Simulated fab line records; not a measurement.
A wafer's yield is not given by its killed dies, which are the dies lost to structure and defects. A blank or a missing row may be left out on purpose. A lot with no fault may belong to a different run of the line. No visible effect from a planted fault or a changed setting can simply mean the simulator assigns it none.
Matching of chambers | flow n5_finfet | 3 sister chambers for N5_BEOL_M11_CURE_71 on uv_cure-03
The step cures SiCOH lowk, time 240 s. 14 wafers are shown with their chamber, then 7 later ones without.

## WAFERS PAIRED WITH THEIR CHAMBERS
wafer  | chamber | wafer_temp_C_max | lamp_power_pct (%)
L081.1 | 2       | 386.2            | 52.37
L081.5 | 2       | 386.5            | 52.31
L081.6 | 2       | 386.0            | 52.36
L082.3 | 0       | 385.7            | 52.36
L082.4 | 0       | 386.3            | 52.29
L082.6 | 0       | 386.3            | 52.28
L085.2 | 2       | 386.1            | 52.31
L085.3 | 2       | 386.3            | 52.35
L085.4 | 2       | 385.7            | 52.23
L086.1 | 1       | 387.6            | 52.36
L086.3 | 1       | 387.8            | 52.36
L086.4 | 1       | 389.3            | 52.36
L090.1 | 2       | 387.2            | 52.31
L090.4 | 2       | 387.2            | 52.27

SIGNATURES (averages over the wafers above)
reading          | chamber 0 | chamber 1 | chamber 2 | scatter within a chamber
wafer_temp_C_max | 386.100   | 388.233   | 386.400   | 0.607
lamp_power_pct   | 52.3100   | 52.3600   | 52.3137   | 0.042
Rule: distance of a wafer from a chamber = root of the sum over the readings of ((wafer's reading minus chamber's mean) / reading's scatter) squared. If the next closest chamber is less than 2 further off than the closest, the wafer can't be placed; otherwise it belongs to the closest. The scatter: the root of (the sum of the squares of (reading less its chamber's mean) over the shown wafers, divided by (wafers less chambers)).

## WAFERS WITHOUT THEIR CHAMBER
wafer  | wafer_temp_C_max | lamp_power_pct (%)
L090.6 | 386.7            | 52.23
L093.3 | 387.4            | 52.26
L093.4 | 387.6            | 52.37
L093.5 | 387.1            | 52.39
L097.3 | 387.0            | 52.40
L097.4 | 387.7            | 52.25
L097.6 | 387.3            | 52.35

## EACH ONE'S CHAMBER
wafer  | from the rows above          | in truth
L090.6 | can't be placed: 2 or 0 or 1 | 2
L093.3 | can't be placed: 2 or 0 or 1 | 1
L093.4 | can't be placed: 1 or 2 or 0 | 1
L093.5 | can't be placed: 1 or 2 or 0 | 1
L097.3 | can't be placed: 1 or 2 or 0 | 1
L097.4 | can't be placed: 2 or 1 or 0 | 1
L097.6 | can't be placed: 1 or 2 or 0 | 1
Correctly placed: 0 of 7. Cannot be placed on the basis of these rows: 7; the candidates contain the true chamber in 7. 0 placed wrongly.
